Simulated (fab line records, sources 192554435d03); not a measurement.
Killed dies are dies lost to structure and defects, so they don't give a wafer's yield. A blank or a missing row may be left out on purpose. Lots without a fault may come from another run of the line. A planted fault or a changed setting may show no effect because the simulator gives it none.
Chamber matching | flow n5_finfet | N5_BEOL_M6_ETCH_72 on rie_diel-06: 4 sister chambers
The step etches underlayer in N2/H2, target depth 6.5 nm, time 5.2 s. 4 wafers are shown with their chamber, then 12 later ones without.

WAFERS WITH THEIR CHAMBER
wafer  | chamber | showerhead_plenum_p_Torr (Torr)
L090.6 | 0       | 2.68
L091.3 | 3       | 2.53
L093.5 | 2       | 2.48
L093.6 | 1       | 2.58

WAFERS WITHOUT THEIR CHAMBER
wafer  | showerhead_plenum_p_Torr (Torr)
L094.1 | 2.53
L094.4 | 2.68
L094.6 | 2.58
L092.1 | 2.48
L092.3 | 2.58
L092.4 | 2.68
L095.2 | 2.58
L095.5 | 2.53
L095.6 | 2.68
L097.2 | 2.67
L097.5 | 2.53
L097.6 | 2.68

WHICH CHAMBER EACH WENT THROUGH
wafer  | from the rows above | in truth
L094.1 | 3                   | 3
L094.4 | 0                   | 0
L094.6 | 1                   | 1
L092.1 | 2                   | 2
L092.3 | 1                   | 1
L092.4 | 0                   | 0
L095.2 | 1                   | 1
L095.5 | 3                   | 3
L095.6 | 0                   | 0
L097.2 | 0                   | 0
L097.5 | 3                   | 3
L097.6 | 0                   | 0
Placed correctly: 12 of 12. Can't be placed from these rows: 0. Placed wrongly: 0.
How it was worked out, from the rows above alone: a wafer's distance from a chamber is the root of the sum, over the readings, of the square of ((its reading less the chamber's mean) divided by the reading's scatter). The wafer belongs to the nearest chamber; if the next one is less than 2 further off, it can't be placed. A chamber's mean is the mean of its shown wafers. The scatter: with one shown wafer a chamber, the root of the mean of the squares of how far each hidden wafer lies from its nearest shown one.
